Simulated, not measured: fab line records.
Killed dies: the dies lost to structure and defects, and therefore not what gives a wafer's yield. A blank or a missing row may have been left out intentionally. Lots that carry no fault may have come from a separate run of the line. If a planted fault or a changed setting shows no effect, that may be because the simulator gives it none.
Matching of chambers / flow nand_harc / NHARC_A_STAIRCASE_CMP_152 on cmp-03: 4 sister chambers
The step polishes. 8 wafers are shown with their chamber, then 12 later ones without.

WAFERS WITH THEIR CHAMBER
wafer=L082.5; chamber=1; motor_current_A (A)=11.3; retaining_ring_pressure_frac=0.998
wafer=L087.1; chamber=1; motor_current_A (A)=11.4; retaining_ring_pressure_frac=1.004
wafer=L087.4; chamber=0; motor_current_A (A)=15.0; retaining_ring_pressure_frac=0.985
wafer=L086.4; chamber=0; motor_current_A (A)=14.3; retaining_ring_pressure_frac=0.999
wafer=L085.6; chamber=2; motor_current_A (A)=12.1; retaining_ring_pressure_frac=1.004
wafer=L088.2; chamber=2; motor_current_A (A)=13.5; retaining_ring_pressure_frac=1.013
wafer=L088.4; chamber=3; motor_current_A (A)=11.7; retaining_ring_pressure_frac=1.004
wafer=L088.5; chamber=3; motor_current_A (A)=11.8; retaining_ring_pressure_frac=0.999

WAFERS WHOSE CHAMBER IS MISSING
wafer=L089.1; motor_current_A (A)=11.2; retaining_ring_pressure_frac=1.006
wafer=L089.4; motor_current_A (A)=12.3; retaining_ring_pressure_frac=0.995
wafer=L089.5; motor_current_A (A)=12.1; retaining_ring_pressure_frac=1.001
wafer=L091.4; motor_current_A (A)=11.7; retaining_ring_pressure_frac=1.007
wafer=L091.5; motor_current_A (A)=10.7; retaining_ring_pressure_frac=1.001
wafer=L091.6; motor_current_A (A)=12.6; retaining_ring_pressure_frac=0.998
wafer=L094.2; motor_current_A (A)=12.1; retaining_ring_pressure_frac=1.001
wafer=L094.3; motor_current_A (A)=11.0; retaining_ring_pressure_frac=0.997
wafer=L094.4; motor_current_A (A)=14.7; retaining_ring_pressure_frac=1.000
wafer=L096.2; motor_current_A (A)=15.3; retaining_ring_pressure_frac=0.993
wafer=L096.5; motor_current_A (A)=12.5; retaining_ring_pressure_frac=0.998
wafer=L096.6; motor_current_A (A)=10.5; retaining_ring_pressure_frac=1.001

WHICH CHAMBER EACH WENT THROUGH
wafer=L089.1; from the rows above=can't be placed: 1 or 3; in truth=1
wafer=L089.4; from the rows above=can't be placed: 3 or 1 or 2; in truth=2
wafer=L089.5; from the rows above=can't be placed: 3 or 1 or 2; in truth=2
wafer=L091.4; from the rows above=can't be placed: 3 or 1 or 2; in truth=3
wafer=L091.5; from the rows above=can't be placed: 1 or 3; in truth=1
wafer=L091.6; from the rows above=can't be placed: 3 or 2 or 1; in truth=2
wafer=L094.2; from the rows above=can't be placed: 3 or 1 or 2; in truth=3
wafer=L094.3; from the rows above=can't be placed: 1 or 3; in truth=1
wafer=L094.4; from the rows above=0; in truth=0
wafer=L096.2; from the rows above=0; in truth=0
wafer=L096.5; from the rows above=can't be placed: 3 or 2 or 1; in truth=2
wafer=L096.6; from the rows above=can't be placed: 1 or 3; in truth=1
Placed correctly: 2 of 12. Unplaceable from these rows: 10, with the true chamber sitting among the candidates in 10. Placed wrongly: 0.
How it was worked out, from the rows above alone: a wafer's distance from a chamber is the root of the sum, over the readings, of the square of ((its reading less the chamber's mean) divided by the reading's scatter). If the next closest chamber is less than 2 further off than the closest, the wafer can't be placed; otherwise it belongs to the closest. Each chamber's mean is taken over the wafers shown for it. The scatter: take each reading less its chamber's mean, square it, sum over the shown wafers, divide by the number of wafers less the number of chambers, and take the root.
